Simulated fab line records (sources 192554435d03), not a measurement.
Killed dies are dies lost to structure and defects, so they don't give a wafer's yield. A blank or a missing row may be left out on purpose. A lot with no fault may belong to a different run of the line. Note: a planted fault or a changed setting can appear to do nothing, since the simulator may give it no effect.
Matching of chambers ; flow n5Finfet ; 3 sister chambers for N5_BEOL_M7_CVD_78 on cvdCo-02
The step deposits Co from CCTBA/H2, target thk 2 nm, time 142.3 s. 6 wafers are shown with their chamber, then 8 later ones without.

## WAFERS PAIRED WITH THEIR CHAMBERS
wafer;chamber;chamberPressureTorr (Torr)
L855.3;0;30.08
L855.4;1;30.01
L859.2;2;30.07
L859.3;1;29.97
L859.5;2;30.16
L858.1;0;29.93

## WAFERS WITH NO CHAMBER GIVEN
wafer;chamberPressureTorr (Torr)
L858.2;30.00
L858.3;30.00
L872.1;29.94
L872.2;29.90
L872.3;29.95
L873.2;30.05
L873.4;29.96
L873.6;30.10

## WHICH CHAMBER EACH ONE RAN IN
wafer;from the rows above;in truth
L858.2;can't be placed: 0 or 1 or 2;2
L858.3;can't be placed: 0 or 1 or 2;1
L872.1;can't be placed: 1 or 0 or 2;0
L872.2;can't be placed: 1 or 0 or 2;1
L872.3;can't be placed: 1 or 0 or 2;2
L873.2;can't be placed: 0 or 1 or 2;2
L873.4;can't be placed: 1 or 0 or 2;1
L873.6;can't be placed: 2 or 0 or 1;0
Correctly placed: 0 of 8. Not placeable from these rows: 8 (in 8, the candidates include the true chamber). Wrongly placed: 0.
How it was worked out, from the rows above alone: a wafer's distance from a chamber is the root of the sum, over the readings, of the square of ((its reading less the chamber's mean) divided by the reading's scatter). The wafer belongs to the nearest chamber; if the next one is less than 2 further off, it can't be placed. A chamber's mean is the mean of its shown wafers. The scatter: the root of (the sum of the squares of (reading less its chamber's mean) over the shown wafers, divided by (wafers less chambers)).
